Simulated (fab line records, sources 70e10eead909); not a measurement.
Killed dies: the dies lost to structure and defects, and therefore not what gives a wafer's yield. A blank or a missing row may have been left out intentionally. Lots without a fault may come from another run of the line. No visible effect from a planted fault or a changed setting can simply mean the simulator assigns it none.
What tool caused it? -- flow nand_harc -- 33 wafers from 11 lots sampled at 4 of the route's 1302 steps

WHAT EACH GAUGE READ, for each wafer
NHARC_A_CHANNEL_HOLE_D1_INSPECT_40.
lot,measured,on,raw_defect_count
L114,day 9 01:08,defect_inspect-02,91 125 100
L116,day 10 08:18,defect_inspect-02,53 58 61
L118,day 10 18:36,defect_inspect-02,54 50 62
L119,day 11 11:47,defect_inspect-01,87 89 110
L121,day 12 12:08,defect_inspect-02,113 97 102
L125,day 13 15:14,defect_inspect-02,64 77 77
L124,day 13 17:02,defect_inspect-02,680 738 638 680 742 649
L126,day 14 00:41,defect_inspect-02,701 749 766 712 757 761
L132,day 16 11:40,defect_inspect-01,46 48 54
L135,day 17 18:47,defect_inspect-01,80 79 66
L136,day 18 10:40,defect_inspect-02,46 64 84

EACH LOT AND THE TOOL THAT RAN IT (in order: tool; ch and the chambers of the sampled wafers; start)
lot,NHARC_A_CHANNEL_HOLE_D1_ETCH_33,NHARC_A_CHANNEL_HOLE_D1_ETCH_44,NHARC_A_CHANNEL_HOLE_D1_STRIP_27
L114,"har_etch-02 ch 0,1, day 8 20:20","rie_diel-02 ch 0,1,3, day 9 00:08","rie_diel-02 ch 1,2, day 9 01:08 or earlier"
L116,"har_etch-01 ch 0,1, day 10 06:34","rie_diel-10 ch 1,2, day 10 07:19","rie_diel-10 ch 2,3, day 10 08:18 or earlier"
L118,"har_etch-01 ch 0,1, day 10 16:52","rie_diel-10 ch 0,2,3, day 10 17:37","rie_diel-10 ch 1,2,3, day 10 18:36 or earlier"
L119,"har_etch-02 ch 0,1, day 11 10:03","rie_diel-02 ch 0,1, day 11 10:48","rie_diel-02 ch 0,2,3, day 11 11:47 or earlier"
L121,"har_etch-02 ch 0,1, day 12 10:18","rie_diel-10 ch 2,3, day 12 11:01","rie_diel-10 ch 2,3, day 12 12:08 or earlier"
L125,"har_etch-01 ch 0,1, day 13 13:34","rie_diel-08 ch 2,3, day 13 14:15","rie_diel-08 ch 0,2,3, day 13 15:14 or earlier"
L124,"har_etch-02 ch 0,1, day 13 14:39","rie_diel-08 ch 1,2, day 13 15:44","rie_diel-08 ch 0,3, day 13 17:02 or earlier"
L126,"har_etch-02 ch 0,1, day 13 22:34","rie_diel-02 ch 1,3, day 13 23:22","rie_diel-02 ch 1,3, day 13 23:41"
L132,"har_etch-01 ch 0,1, day 16 09:47","rie_diel-10 ch 0,2, day 16 10:34","rie_diel-10 ch 0,1,2, day 16 11:40 or earlier"
L135,"har_etch-01 ch 0,1, day 17 17:04","rie_diel-10 ch 0,1,2, day 17 17:49","rie_diel-10 ch 0,2,3, day 17 18:47 or earlier"
L136,"har_etch-01 ch 0,1, day 18 08:58","rie_diel-08 ch 0,2, day 18 09:42","rie_diel-08 ch 0,2,3, day 18 10:40 or earlier"
- NHARC_A_CHANNEL_HOLE_D1_ETCH_33: etches the open film in C4F8/O2/Ar, time 90 s, target depth 400 nm.
- NHARC_A_CHANNEL_HOLE_D1_ETCH_44: etches the open film in CF4/O2, target depth 140 nm, overetch 14 nm, time 77 s.
- NHARC_A_CHANNEL_HOLE_D1_STRIP_27: strips in O2.

THE ANSWER, worked out from the rows above alone
Rule: the usual values come from the lots themselves. Put in order of their means at a reading, lots are off if they are a third of the lots or fewer, leave a main group of 4 or more, and stand apart from it by a gap of 3 or more times the standard deviation of the main group's means; of several such gaps the widest counts. The tables above print the reading to a certain number of digits; a main group whose means all agree to those digits is not used. A lot without any number at a reading at which 4 lots or more have one is off too. All remaining lots with rows at the step are treated as sound.
Off, at NHARC_A_CHANNEL_HOLE_D1_INSPECT_40 on raw_defect_count: L124, L126. The main group has a mean of 75 with a standard deviation of 20.
If a tool, at a process step before that reading, ran all the lots that are off and no sound lot after the first of them, it fits. The gauges at NHARC_A_CHANNEL_HOLE_D1_INSPECT_40 are tried like those tools. NHARC_A_CHANNEL_HOLE_D1_STRIP_27: start missing for some lots; hours and lot order therefore follow NHARC_A_CHANNEL_HOLE_D1_INSPECT_40. One fits: har_etch-02 at NHARC_A_CHANNEL_HOLE_D1_ETCH_33. Its last sound lot is L121 (day 12 10:18), its first lot that is off L124 (day 13 14:39): a fault that began between those two fits.

WHAT THE SIMULATOR HAD PUT IN
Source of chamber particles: har_etch-02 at NHARC_A_CHANNEL_HOLE_D1_ETCH_33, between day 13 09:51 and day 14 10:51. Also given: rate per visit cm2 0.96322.
Struck lots among those shown: L124, L126. Same finding as the rule above.
